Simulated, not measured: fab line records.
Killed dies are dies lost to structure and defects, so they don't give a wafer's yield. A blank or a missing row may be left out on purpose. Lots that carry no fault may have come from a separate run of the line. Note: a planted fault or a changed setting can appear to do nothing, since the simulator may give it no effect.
Chamber matching || flow n5Finfet || N5_ILD0_ALD_15 on aldSin-01 has 4 sister chambers
The step deposits SiNx, target thk 24 nm, pulse time 1 s, ald cycles 480. 18 wafers are shown with their chamber, then 9 later ones without.

== WAFERS, EACH WITH ITS CHAMBER ==
{"wafer": "L074.1", "chamber": 1, "heaterPowerW (W)": 726, "precursorPulseHeightRel": 1.006}
{"wafer": "L074.2", "chamber": 2, "heaterPowerW (W)": 825, "precursorPulseHeightRel": 1.012}
{"wafer": "L074.6", "chamber": 1, "heaterPowerW (W)": 721, "precursorPulseHeightRel": 1.041}
{"wafer": "L076.3", "chamber": 1, "heaterPowerW (W)": 718, "precursorPulseHeightRel": 1.027}
{"wafer": "L076.4", "chamber": 2, "heaterPowerW (W)": 829, "precursorPulseHeightRel": 0.978}
{"wafer": "L076.5", "chamber": 1, "heaterPowerW (W)": 714, "precursorPulseHeightRel": 0.983}
{"wafer": "L079.1", "chamber": 1, "heaterPowerW (W)": 728, "precursorPulseHeightRel": 0.995}
{"wafer": "L079.3", "chamber": 0, "heaterPowerW (W)": 861, "precursorPulseHeightRel": 1.023}
{"wafer": "L079.4", "chamber": 3, "heaterPowerW (W)": 760, "precursorPulseHeightRel": 1.018}
{"wafer": "L081.4", "chamber": 3, "heaterPowerW (W)": 768, "precursorPulseHeightRel": 1.033}
{"wafer": "L081.5", "chamber": 1, "heaterPowerW (W)": 730, "precursorPulseHeightRel": 0.989}
{"wafer": "L081.6", "chamber": 2, "heaterPowerW (W)": 841, "precursorPulseHeightRel": 1.014}
{"wafer": "L088.1", "chamber": 2, "heaterPowerW (W)": 821, "precursorPulseHeightRel": 1.001}
{"wafer": "L088.3", "chamber": 0, "heaterPowerW (W)": 851, "precursorPulseHeightRel": 1.014}
{"wafer": "L088.5", "chamber": 3, "heaterPowerW (W)": 769, "precursorPulseHeightRel": 1.013}
{"wafer": "L089.2", "chamber": 0, "heaterPowerW (W)": 866, "precursorPulseHeightRel": 1.000}
{"wafer": "L089.4", "chamber": 1, "heaterPowerW (W)": 721, "precursorPulseHeightRel": 1.019}
{"wafer": "L089.5", "chamber": 2, "heaterPowerW (W)": 809, "precursorPulseHeightRel": 0.985}

SIGNATURES (averages over the wafers above)
{"reading": "heaterPowerW", "chamber 0": 859.33, "chamber 1": 722.57, "chamber 2": 825.00, "chamber 3": 765.67, "scatter within a chamber": 8.04}
{"reading": "precursorPulseHeightRel", "chamber 0": 1.01233, "chamber 1": 1.00857, "chamber 2": 0.99800, "chamber 3": 1.02133, "scatter within a chamber": 0.0174}
Rule: for a wafer and a chamber, the distance is found by dividing, reading by reading, the gap between the wafer's reading and the chamber's mean by the reading's scatter, squaring, summing and taking the root. If the next closest chamber is less than 2 further off than the closest, the wafer can't be placed; otherwise it belongs to the closest. The scatter: take each reading less its chamber's mean, square it, sum over the shown wafers, divide by the number of wafers less the number of chambers, and take the root.

== WAFERS WHOSE CHAMBER IS MISSING ==
{"wafer": "L091.2", "heaterPowerW (W)": 865, "precursorPulseHeightRel": 1.010}
{"wafer": "L091.4", "heaterPowerW (W)": 773, "precursorPulseHeightRel": 0.980}
{"wafer": "L091.5", "heaterPowerW (W)": 761, "precursorPulseHeightRel": 1.009}
{"wafer": "L092.1", "heaterPowerW (W)": 870, "precursorPulseHeightRel": 1.015}
{"wafer": "L092.2", "heaterPowerW (W)": 826, "precursorPulseHeightRel": 0.981}
{"wafer": "L092.3", "heaterPowerW (W)": 774, "precursorPulseHeightRel": 1.056}
{"wafer": "L093.1", "heaterPowerW (W)": 866, "precursorPulseHeightRel": 1.020}
{"wafer": "L093.2", "heaterPowerW (W)": 776, "precursorPulseHeightRel": 0.982}
{"wafer": "L093.4", "heaterPowerW (W)": 719, "precursorPulseHeightRel": 1.010}

== THE CHAMBER EACH PASSED THROUGH ==
{"wafer": "L091.2", "from the rows above": 0, "in truth": 0}
{"wafer": "L091.4", "from the rows above": 3, "in truth": 3}
{"wafer": "L091.5", "from the rows above": 3, "in truth": 3}
{"wafer": "L092.1", "from the rows above": 0, "in truth": 0}
{"wafer": "L092.2", "from the rows above": 2, "in truth": 2}
{"wafer": "L092.3", "from the rows above": 3, "in truth": 3}
{"wafer": "L093.1", "from the rows above": 0, "in truth": 0}
{"wafer": "L093.2", "from the rows above": 3, "in truth": 3}
{"wafer": "L093.4", "from the rows above": 1, "in truth": 1}
Placed correctly: 9 of 9. Can't be placed from these rows: 0. 0 placed wrongly.
